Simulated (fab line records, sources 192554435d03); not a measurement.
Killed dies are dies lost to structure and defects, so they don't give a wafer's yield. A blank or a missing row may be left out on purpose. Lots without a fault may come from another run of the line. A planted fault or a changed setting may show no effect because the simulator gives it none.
Chamber matching | flow n5_finfet | N5_BEOL_M8_DEP_56 on pecvd-01: 3 sister chambers
The step deposits SiCN from 3MS/NH3, target thk 10 nm, time 17.5 s. 6 wafers are shown with their chamber, then 9 later ones without.

WAFERS WITH THEIR CHAMBER
wafer  | chamber | showerhead_vpp_V (V) | showerhead_plenum_p_Torr (Torr)
L078.4 | 2       | 791                  | 3.642
L083.3 | 1       | 975                  | 3.691
L083.4 | 2       | 800                  | 3.649
L088.2 | 0       | 942                  | 3.674
L088.3 | 1       | 973                  | 3.689
L088.4 | 0       | 937                  | 3.675

WAFERS WITHOUT THEIR CHAMBER
wafer  | showerhead_vpp_V (V) | showerhead_plenum_p_Torr (Torr)
L089.2 | 918                  | 3.670
L089.3 | 804                  | 3.639
L089.4 | 813                  | 3.635
L090.1 | 811                  | 3.659
L090.3 | 973                  | 3.680
L090.4 | 982                  | 3.689
L097.2 | 943                  | 3.670
L097.3 | 795                  | 3.640
L097.5 | 980                  | 3.699

WHICH CHAMBER EACH WENT THROUGH
wafer  | from the rows above | in truth
L089.2 | 0                   | 0
L089.3 | 2                   | 2
L089.4 | 2                   | 2
L090.1 | 2                   | 2
L090.3 | 1                   | 1
L090.4 | 1                   | 1
L097.2 | 0                   | 0
L097.3 | 2                   | 2
L097.5 | 1                   | 1
Placed correctly: 9 of 9. Can't be placed from these rows: 0. Placed wrongly: 0.
How it was worked out, from the rows above alone: a wafer's distance from a chamber is the root of the sum, over the readings, of the square of ((its reading less the chamber's mean) divided by the reading's scatter). The wafer belongs to the nearest chamber; if the next one is less than 2 further off, it can't be placed. A chamber's mean is the mean of its shown wafers. The scatter: the root of (the sum of the squares of (reading less its chamber's mean) over the shown wafers, divided by (wafers less chambers)).
